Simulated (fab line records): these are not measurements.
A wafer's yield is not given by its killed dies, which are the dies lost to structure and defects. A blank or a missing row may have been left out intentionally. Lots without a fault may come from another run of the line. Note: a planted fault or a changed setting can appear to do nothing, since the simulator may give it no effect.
fab line records + flow n5_finfet + part 2 of 2: steps 19 to 29 of 29
record
- lots=5
- wafers=15
- last_day=17
route steps=1938 shown BEOL_M5@1152
lots that met no fault: taken from a fault-free run of the same line
start_h: hours from the record's opening day to when the first of the lot's shown wafers began + wait_h: hours since the lot's step before + " as in the row above + L1.1+2: several wafers, shown together as one row + - no value, or no start given + * or withheld: withheld + < > ~ a bound
route shown NAME@n: names a module that has steps shown in the file, with the first one's number in the route + usual: mean/standard deviation taken from wafers without a fault + same: alike in all rows + chamber/n: place in a boat + sites: readings site by site + _std_site: standard deviation across them + _edge_site: inner sites' mean taken away from outer sites' mean + radius_mm: for every site, how far away it sits from the centre of the wafer + mask NAME#n: copy n + behind: tool/chamber where the wafer was last shaped + hold: why the lot was held/for how many hours/how that ended + device: which transistor (n, p or np) failed to switch + end of line: the tests these same wafers got at the end of their route + step lacking rows: just its recipe + killed: at the first sort, the dies lost to defects and structure; wafer yield is something else + map: dies across one wafer; x = killed, . = not, _ = none there
set.NAME: setting as actually run; set.NAME@STEP: the setting as run at that earlier step + model.NAME: the simulator's own value behind a step, which no gauge read
lots at selected steps of the route; one table per step, one row per wafer
services: when a tool's chamber went out of use (start_h, in hours from the record's first day, below 0 if earlier), for how many hours, and the reason
## steps
# step N5_BEOL_M5_DEGAS_44
# recipe
- ambient=vacuum
- temp_c=250
- time_s=60
# usual
- heater_power_w=329/23
| lot.wafer | tool           | chamber | start_h | wait_h | heater_power_w |
|-----------|----------------|---------|---------|--------|----------------|
| L079.1    | pvd_sputter-02 | -       | 224.32  | 0.3    | 323            |
| L079.3    | "              | -       | "       | "      | 328            |
| L079.6    | "              | -       | "       | "      | 312            |
| L083.1    | pvd_sputter-01 | -       | 248.45  | 2.1    | 308            |
| L083.2    | "              | -       | "       | "      | 374            |
| L083.4    | "              | -       | "       | "      | 310            |
| L084.3    | pvd_sputter-01 | -       | 249.39  | 0.4    | 316            |
| L084.4    | "              | -       | "       | "      | 381            |
| L084.6    | "              | -       | "       | "      | 369            |
| L089.2    | pvd_sputter-02 | -       | 281.22  | 0.4    | 313            |
| L089.4    | "              | -       | "       | "      | 327            |
| L089.5    | "              | -       | "       | "      | 345            |
| L093.1    | pvd_sputter-02 | -       | 301.75  | 0.6    | 334            |
| L093.3    | "              | -       | "       | "      | 317            |
| L093.4    | "              | -       | "       | "      | 342            |
# step N5_BEOL_M5_PRE_CLEAN_45
# recipe
- gas=H2/He
- time_s=30
- temp_c=250
# usual
- heater_power_w=329/24
| lot.wafer | tool           | chamber | start_h | wait_h | heater_power_w |
|-----------|----------------|---------|---------|--------|----------------|
| L079.1    | pvd_sputter-02 | -       | 224.36  | 0.0    | 327            |
| L079.3    | "              | -       | "       | "      | 328            |
| L079.6    | "              | -       | "       | "      | 319            |
| L083.1    | pvd_sputter-01 | -       | 248.49  | 0.0    | 304            |
| L083.2    | "              | -       | "       | "      | 386            |
| L083.4    | "              | -       | "       | "      | 319            |
| L084.3    | pvd_sputter-01 | -       | 249.43  | 0.0    | 306            |
| L084.4    | "              | -       | "       | "      | 366            |
| L084.6    | "              | -       | "       | "      | 370            |
| L089.2    | pvd_sputter-02 | -       | 281.26  | 0.0    | 313            |
| L089.4    | "              | -       | "       | "      | 323            |
| L089.5    | "              | -       | "       | "      | 350            |
| L093.1    | pvd_sputter-02 | -       | 301.79  | 0.0    | 336            |
| L093.3    | "              | -       | "       | "      | 314            |
| L093.4    | "              | -       | "       | "      | 350            |
# step N5_BEOL_M5_ALD_86
# recipe
- material=TaN
- target_thk_a=*
- temp_c=275
- ald_precursor_family=PDMAT
- ald_co_reactant=NH3
- pressure_torr=3
- carrier_flow_sccm=1500
- pulse_time_s=2
- purge_time_s=3
- co_reactant_purge_time_s=2
- co_reactant_pulse_time_s=3
- ald_cycles=30
- precursor_vessel_temp_c=75
- precursor_vessel_pressure_torr=26.25
- precursor_vessel_carrier_sccm=1000
# usual
- heater_power_w=432/26
- precursor_vessel_temp_c=75.00/0.11
# same
- co_reactant_purge_time_s=2
| lot.wafer | tool         | chamber | start_h | wait_h | heater_power_w | precursor_vessel_temp_c |
|-----------|--------------|---------|---------|--------|----------------|-------------------------|
| L079.1    | ald_metal-04 | 0       | 224.45  | 0.1    | 394            | 75.05                   |
| L079.3    | "            | 3       | "       | "      | 413            | 75.02                   |
| L079.6    | "            | 2       | "       | "      | 465            | 75.05                   |
| L083.1    | ald_metal-04 | 1       | 248.57  | 0.1    | 421            | 75.10                   |
| L083.2    | "            | 3       | "       | "      | 405            | 75.10                   |
| L083.4    | "            | 2       | "       | "      | 450            | 74.96                   |
| L084.3    | ald_metal-04 | 0       | 249.72  | 0.3    | 408            | 75.11                   |
| L084.4    | "            | 3       | "       | "      | 410            | 75.12                   |
| L084.6    | "            | 2       | "       | "      | 450            | 75.04                   |
| L089.2    | ald_metal-01 | 2       | 281.32  | 0.0    | 435            | 75.14                   |
| L089.4    | "            | 1       | "       | "      | 428            | 74.77                   |
| L089.5    | "            | 2       | "       | "      | 436            | 75.07                   |
| L093.1    | ald_metal-01 | 0       | 301.85  | 0.0    | 447            | 74.98                   |
| L093.3    | "            | 2       | "       | "      | 436            | 75.14                   |
| L093.4    | "            | 1       | "       | "      | 424            | 74.89                   |
# step N5_BEOL_M5_SURFACE_TREAT_87
# recipe
- gas=Ar
- time_s=*
- ion_energy_ev=*
- ion_current_ma_cm2=0.5
- pressure_mtorr=*
- ar_flow_sccm=30
# usual
- throttle_valve_pct=*
| lot.wafer | tool           | chamber | start_h | wait_h | throttle_valve_pct |
|-----------|----------------|---------|---------|--------|--------------------|
| L079.1    | pvd_sputter-02 | -       | 224.90  | 0.3    | *                  |
| L079.3    | "              | -       | "       | "      | *                  |
| L079.6    | "              | -       | "       | "      | *                  |
| L083.1    | pvd_sputter-02 | -       | 248.80  | 0.1    | *                  |
| L083.2    | "              | -       | "       | "      | *                  |
| L083.4    | "              | -       | "       | "      | *                  |
| L084.3    | pvd_sputter-03 | -       | 250.03  | 0.2    | *                  |
| L084.4    | "              | -       | "       | "      | *                  |
| L084.6    | "              | -       | "       | "      | *                  |
| L089.2    | pvd_sputter-02 | -       | 281.55  | 0.1    | *                  |
| L089.4    | "              | -       | "       | "      | *                  |
| L089.5    | "              | -       | "       | "      | *                  |
| L093.1    | pvd_sputter-03 | -       | 302.10  | 0.1    | *                  |
| L093.3    | "              | -       | "       | "      | *                  |
| L093.4    | "              | -       | "       | "      | *                  |
# step N5_BEOL_M5_CVD_47
# recipe
- material=Co
- target_thk_a=30
- temp_c=withheld
- precursor=CCTBA/H2
- pressure_torr=30
- time_s=216
| lot.wafer  | tool      | chamber | start_h | wait_h |
|------------|-----------|---------|---------|--------|
| L079.1+3+6 | cvd_co-02 | 2,0,2   | 225.18  | 0.3    |
| L083.1+2+4 | cvd_co-01 | 1,0,0   | 248.90  | 0.1    |
| L084.3+4+6 | cvd_co-01 | 2,0,2   | 250.32  | 0.3    |
| L089.2+4+5 | cvd_co-01 | 2,1,2   | 281.61  | 0.0    |
| L093.1+3+4 | cvd_co-02 | 1,0,2   | 302.19  | 0.1    |
# step N5_BEOL_M5_SPUTTER_48
# recipe
- material=Cu
- target_thk_a=150
- temp_c=-20
- chamber_pressure_pa=0.07
- power_w=withheld
- time_s=27.62
# usual
- throttle_valve_pct=29.8/1.1
| lot.wafer | tool           | chamber | start_h | wait_h | throttle_valve_pct |
|-----------|----------------|---------|---------|--------|--------------------|
| L079.1    | pvd_sputter-03 | -       | 225.76  | 0.5    | 31.3               |
| L079.3    | "              | -       | "       | "      | 29.4               |
| L079.6    | "              | -       | "       | "      | 30.3               |
| L083.1    | pvd_sputter-02 | -       | 249.06  | 0.1    | 29.1               |
| L083.2    | "              | -       | "       | "      | 31.5               |
| L083.4    | "              | -       | "       | "      | 30.1               |
| L084.3    | pvd_sputter-03 | -       | 250.55  | 0.2    | 31.0               |
| L084.4    | "              | -       | "       | "      | 27.4               |
| L084.6    | "              | -       | "       | "      | 30.1               |
| L089.2    | pvd_sputter-02 | -       | 281.78  | 0.1    | 29.4               |
| L089.4    | "              | -       | "       | "      | 30.3               |
| L089.5    | "              | -       | "       | "      | 30.1               |
| L093.1    | pvd_sputter-03 | -       | 302.36  | 0.1    | 27.4               |
| L093.3    | "              | -       | "       | "      | 29.3               |
| L093.4    | "              | -       | "       | "      | 30.3               |
# step N5_BEOL_M5_ANNEAL_49
# recipe
- temp_c=400
- time_s=1800
- ambient=vacuum
# usual
- heater_power_w=824/60
| lot.wafer | tool           | chamber | start_h | wait_h | heater_power_w |
|-----------|----------------|---------|---------|--------|----------------|
| L079.1    | pvd_sputter-03 | -       | 225.84  | 0.0    | 922            |
| L079.3    | "              | -       | "       | "      | 756            |
| L079.6    | "              | -       | "       | "      | 846            |
| L083.1    | pvd_sputter-02 | -       | 249.14  | 0.0    | 820            |
| L083.2    | "              | -       | "       | "      | 806            |
| L083.4    | "              | -       | "       | "      | 875            |
| L084.3    | pvd_sputter-03 | -       | 250.63  | 0.0    | 950            |
| L084.4    | "              | -       | "       | "      | 781            |
| L084.6    | "              | -       | "       | "      | 828            |
| L089.2    | pvd_sputter-02 | -       | 281.86  | 0.0    | 794            |
| L089.4    | "              | -       | "       | "      | 858            |
| L089.5    | "              | -       | "       | "      | 858            |
| L093.1    | pvd_sputter-03 | -       | 302.44  | 0.0    | 776            |
| L093.3    | "              | -       | "       | "      | 763            |
| L093.4    | "              | -       | "       | "      | 819            |
# step N5_BEOL_M5_SPUTTER_81
# recipe
- material=Cu
- target_thk_a=150
- temp_c=-20
- chamber_pressure_pa=0.07
- power_w=withheld
- time_s=27.62
# usual
- throttle_valve_pct=29.8/1.1
| lot.wafer | tool           | chamber | start_h | wait_h | throttle_valve_pct |
|-----------|----------------|---------|---------|--------|--------------------|
| L079.1    | pvd_sputter-03 | -       | 226.85  | 0.5    | 31.3               |
| L079.3    | "              | -       | "       | "      | 29.5               |
| L079.6    | "              | -       | "       | "      | 30.2               |
| L083.1    | pvd_sputter-02 | -       | 250.15  | 0.5    | 29.0               |
| L083.2    | "              | -       | "       | "      | 31.3               |
| L083.4    | "              | -       | "       | "      | 30.0               |
| L084.3    | pvd_sputter-03 | -       | 251.64  | 0.5    | 31.3               |
| L084.4    | "              | -       | "       | "      | 27.6               |
| L084.6    | "              | -       | "       | "      | 30.0               |
| L089.2    | pvd_sputter-02 | -       | 282.86  | 0.5    | 29.6               |
| L089.4    | "              | -       | "       | "      | 30.1               |
| L089.5    | "              | -       | "       | "      | 30.1               |
| L093.1    | pvd_sputter-03 | -       | 303.45  | 0.5    | 27.4               |
| L093.3    | "              | -       | "       | "      | 29.4               |
| L093.4    | "              | -       | "       | "      | 30.4               |
# step N5_BEOL_M5_ANNEAL_82
# recipe
- temp_c=400
- time_s=1800
- ambient=vacuum
# usual
- heater_power_w=823/59
| lot.wafer | tool           | chamber | start_h | wait_h | heater_power_w |
|-----------|----------------|---------|---------|--------|----------------|
| L079.1    | pvd_sputter-03 | -       | 226.93  | 0.0    | 938            |
| L079.3    | "              | -       | "       | "      | 785            |
| L079.6    | "              | -       | "       | "      | 812            |
| L083.1    | pvd_sputter-02 | -       | 250.23  | 0.0    | 835            |
| L083.2    | "              | -       | "       | "      | 777            |
| L083.4    | "              | -       | "       | "      | 879            |
| L084.3    | pvd_sputter-03 | -       | 251.72  | 0.0    | 943            |
| L084.4    | "              | -       | "       | "      | 769            |
| L084.6    | "              | -       | "       | "      | 831            |
| L089.2    | pvd_sputter-02 | -       | 282.94  | 0.0    | 797            |
| L089.4    | "              | -       | "       | "      | 876            |
| L089.5    | "              | -       | "       | "      | 856            |
| L093.1    | pvd_sputter-03 | -       | 303.53  | 0.0    | 792            |
| L093.3    | "              | -       | "       | "      | 767            |
| L093.4    | "              | -       | "       | "      | 818            |
# step N5_BEOL_M5_SPUTTER_83
# recipe
- material=Cu
- target_thk_a=150
- temp_c=-20
- chamber_pressure_pa=0.07
- power_w=withheld
- time_s=27.62
# usual
- throttle_valve_pct=29.8/1.1
| lot.wafer | tool           | chamber | start_h | wait_h | throttle_valve_pct |
|-----------|----------------|---------|---------|--------|--------------------|
| L079.1    | pvd_sputter-03 | -       | 227.94  | 0.5    | 31.3               |
| L079.3    | "              | -       | "       | "      | 29.2               |
| L079.6    | "              | -       | "       | "      | 30.4               |
| L083.1    | pvd_sputter-02 | -       | 251.23  | 0.5    | 29.0               |
| L083.2    | "              | -       | "       | "      | 31.7               |
| L083.4    | "              | -       | "       | "      | 30.0               |
| L084.3    | pvd_sputter-03 | -       | 252.73  | 0.5    | 31.2               |
| L084.4    | "              | -       | "       | "      | 27.4               |
| L084.6    | "              | -       | "       | "      | 30.1               |
| L089.2    | pvd_sputter-02 | -       | 283.95  | 0.5    | 29.3               |
| L089.4    | "              | -       | "       | "      | 30.3               |
| L089.5    | "              | -       | "       | "      | 30.1               |
| L093.1    | pvd_sputter-03 | -       | 304.53  | 0.5    | 27.4               |
| L093.3    | "              | -       | "       | "      | 29.3               |
| L093.4    | "              | -       | "       | "      | 30.0               |
# step N5_BEOL_M5_ANNEAL_84
# recipe
- temp_c=400
- time_s=1800
- ambient=vacuum
# usual
- heater_power_w=823/60
| lot.wafer | tool           | chamber | start_h | wait_h | heater_power_w |
|-----------|----------------|---------|---------|--------|----------------|
| L079.1    | pvd_sputter-03 | -       | 228.02  | 0.0    | 934            |
| L079.3    | "              | -       | "       | "      | 774            |
| L079.6    | "              | -       | "       | "      | 830            |
| L083.1    | pvd_sputter-02 | -       | 251.31  | 0.0    | 843            |
| L083.2    | "              | -       | "       | "      | 781            |
| L083.4    | "              | -       | "       | "      | 869            |
| L084.3    | pvd_sputter-03 | -       | 252.81  | 0.0    | 955            |
| L084.4    | "              | -       | "       | "      | 792            |
| L084.6    | "              | -       | "       | "      | 806            |
| L089.2    | pvd_sputter-02 | -       | 284.03  | 0.0    | 790            |
| L089.4    | "              | -       | "       | "      | 867            |
| L089.5    | "              | -       | "       | "      | 865            |
| L093.1    | pvd_sputter-03 | -       | 304.61  | 0.0    | 793            |
| L093.3    | "              | -       | "       | "      | 761            |
| L093.4    | "              | -       | "       | "      | 836            |
## services
| tool         | chamber | start_h | hours | kind   |
|--------------|---------|---------|-------|--------|
| wet_bench-01 | -       | 214.47  | 0.9   | repair |
| uv_cure-01   | -       | 216.86  | 22.2  | pm     |
| uv_cure-03   | -       | 224.65  | 0.2   | repair |
| uv_cure-02   | -       | 230.55  | 2.1   | pm     |
| wet_bench-01 | -       | 240.48  | 1.9   | pm     |
| uv_cure-01   | -       | 258.43  | 9.2   | repair |
| cvd_co-01    | 0       | 289.13  | 11.4  | repair |
| rie_diel-03  | 1       | 298.81  | 7.3   | repair |
| ald_metal-01 | 3       | 300.01  | 5.0   | repair |
| uv_cure-01   | -       | 301.40  | 2.1   | pm     |
| cvd_co-02    | 0       | 302.69  | 25.2  | repair |
